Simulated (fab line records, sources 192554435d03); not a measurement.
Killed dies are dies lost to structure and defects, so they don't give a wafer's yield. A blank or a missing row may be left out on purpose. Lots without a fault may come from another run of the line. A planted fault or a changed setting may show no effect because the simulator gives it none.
Problem report in the 8D (eight disciplines) form, filled by code | flow n5_finfet | the parts of the form that need people (team, actions taken, sign-off) are left out

1. THE PROBLEM
raw_defect_count at N5_STI_FIN_REVEAL_INSPECT_13 reads a mean of 1229 on 6 wafers of 2 lots; wafers without a fault read 12 with a standard deviation of 6.3. That is +99 or more standard deviations from the usual mean.
The step: inspects for defects (darkfield).
First seen on wafer L260.1, day 6 07:39, on defect_inspect-02. The record holds 27 wafers of 9 lots with a number at this step. Rule for "out", or "out of limits": more than 4 standard deviations from the usual mean. The other wafers with a number count as sound.

2. WHAT IT IS AND WHAT IT IS NOT
question                    | is                                   | is not
which readings at this step | raw_defect_count                     | -
which lots                  | L260, L261                           | L245, L251, L252, L253, L259, L266, L268
which wafers of those lots  | all that have a number               | -
read on which gauges        | defect_inspect-01, defect_inspect-02 | -
when                        | from day 6 07:39                     | up to then (15 sound wafers); but 6 sound wafers of L266, L268 came after

3. SUSPECTS, AND WHAT RULES EACH OUT
Counting: a tool at a process step up to the reading stays a suspect if it ran every lot that is out and no sound lot after the first of them.
- the gauge at N5_STI_FIN_REVEAL_INSPECT_13: ruled out. The wafers that are out were read on 2 gauges (defect_inspect-01, defect_inspect-02).
- vapor_etch-02 at N5_STI_FIN_REVEAL_RECESS_09 (chemistry HF/NH3, target SiO2, afs cycles 11, target depth 42.5 nm, sublimation time 60 s): kept. It ran every lot that is out, first L260 (day 6 04:52), and no sound lot after that; its last sound lot up to then is L259 (day 6 00:49).
Left after counting: vapor_etch-02 at N5_STI_FIN_REVEAL_RECESS_09.

4. THE CAUSE (what the simulator had put in)
Chamber particle source: vapor_etch-02, from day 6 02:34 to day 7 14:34, at N5_STI_FIN_REVEAL_RECESS_09. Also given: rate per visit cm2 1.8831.
Counting left only this tool.

5. THE CHAIN OF EFFECTS, in route order
Each row: a reading whose mean over the struck wafers that have a number lies more than 3 standard deviations from the usual. Only readings for which the record gives a usual standard deviation are gone through. hours: the time from each lot's start at the first step in this table that gives one to its start at this step, as a median over the lots. sigmas: the change in usual standard deviations.
hours | step                         | reading              | usual  | on struck wafers | change | sigmas
0     | N5_STI_FIN_REVEAL_INSPECT_13 | raw_defect_count     | 12     | 1229             | +1217  | +99 or more
289   | N5_PASSIVATION_PROBE_49      | defect_limited_yield | 91.4 % | 87.2             | -4.2   | -3.5
289   | N5_PASSIVATION_PROBE_49      | killed_at_front_end  | 37     | 86               | +49    | +5.0
289   | N5_PASSIVATION_PROBE_49      | killed_dies          | 102    | 152              | +50    | +3.3
289   | N5_PASSIVATION_PROBE_49      | killed_on_rim        | 13     | 31               | +18    | +5.0
289   | N5_PASSIVATION_PROBE_49      | sort_n_pass          | 1078   | 1028             | -50    | -3.3
289   | N5_PASSIVATION_PROBE_49      | sort_yield_pct       | 91.4 % | 87.2             | -4.2   | -3.5
The process steps in it:
- N5_PASSIVATION_PROBE_49
Later measuring or inspecting steps at which every struck wafer that the step has a row for has a number for every such reading, and none has moved that far: N5_BEOL_M4_RC_MEAS_101.

6. WHAT WOULD HAVE CAUGHT IT SOONER
In this record the first reading out of limits at a measuring or inspecting step was taken at day 6 07:39, 5 hours after the fault began at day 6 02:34.
Of the tool readings at N5_STI_FIN_REVEAL_RECESS_09 for which the record gives a usual standard deviation, none was out on any struck wafer, so an alarm limit of 4 standard deviations on them would not have fired.
Of the lots that are out (2), L261 began N5_STI_FIN_REVEAL_RECESS_09 on vapor_etch-02 after day 6 07:39. A hold on the tool at that time would have spared it.
